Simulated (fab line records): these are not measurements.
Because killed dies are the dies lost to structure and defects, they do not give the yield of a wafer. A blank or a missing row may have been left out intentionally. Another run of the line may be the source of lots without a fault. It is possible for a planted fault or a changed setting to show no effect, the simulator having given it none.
Which tool did it? | flow nand_harc | 7 lots, 20 wafers sampled, at 4 steps of a route of 1159

## WHAT THE GAUGES SHOWED, per wafer
NHARC_END_SORT_01.
lot  | measured     | on        | killed_short
L668 | day 21 16:46 | prober-02 | 2 2 3
L666 | day 22 00:25 | prober-01 | 2 3 2
L679 | day 25 02:13 | prober-02 | 1 1 1

## WHICH TOOL RAN EACH LOT (tool, then ch and the chambers of the sampled wafers, then the start)
lot  | NHARC_THIN_TSV_CMP_01         | NHARC_THIN_TSV_DEGAS_49      | NHARC_THIN_TSV_DESCUM_35
L660 | cmp-02 ch 1,2,3, day 19 08:37 | pvd_sputter-02, day 19 12:49 | rie_diel-01 ch 0,2,3, day 19 15:59
L664 | cmp-02 ch 1,2,3, day 19 18:36 | pvd_sputter-01, day 19 23:25 | rie_diel-01 ch 1,2,3, day 20 02:43
L668 | cmp-03 ch 0,1,3, day 21 00:17 | pvd_sputter-01, day 21 04:22 | rie_diel-12 ch 0,1,3, day 21 07:31
L666 | cmp-04 ch 0,1,2, day 21 04:38 | pvd_sputter-01, day 21 08:41 | rie_diel-12 ch 1,2,3, day 21 12:00
L675 | cmp-04 ch 0, day 23 09:38     | pvd_sputter-03, day 23 14:45 | rie_diel-01 ch 0,3, day 23 18:04
L679 | cmp-03 ch 1,3, day 24 02:25   | pvd_sputter-02, day 24 06:32 | rie_diel-01 ch 0,1,2, day 24 09:51
L681 | cmp-02 ch 0,2, day 24 14:42   | pvd_sputter-01, day 24 18:55 | rie_diel-12 ch 0,2,3, day 24 22:12
- NHARC_THIN_TSV_CMP_01: polishes.
- NHARC_THIN_TSV_DEGAS_49: time 120 s.
- NHARC_THIN_TSV_DESCUM_35: chemistry O2, time 3 s.

## THE ANSWER, worked out from the rows above alone
Rule: usual is defined by the lots themselves. Put in order of their means at a reading, lots are off if they are a third of the lots or fewer, leave a main group of 4 or more, and stand apart from it by a gap of 3 or more times the standard deviation of the main group's means; of several such gaps the widest counts. If all means in a main group match to the digits the tables above print for the reading, that group is not used. A lot without any number at a reading at which 4 lots or more have one is off too. The other lots that the step has rows for count as sound.
No lot is off on any of the readings shown, so nothing can be concluded from this.

## WHAT THE SIMULATOR HAD INSERTED
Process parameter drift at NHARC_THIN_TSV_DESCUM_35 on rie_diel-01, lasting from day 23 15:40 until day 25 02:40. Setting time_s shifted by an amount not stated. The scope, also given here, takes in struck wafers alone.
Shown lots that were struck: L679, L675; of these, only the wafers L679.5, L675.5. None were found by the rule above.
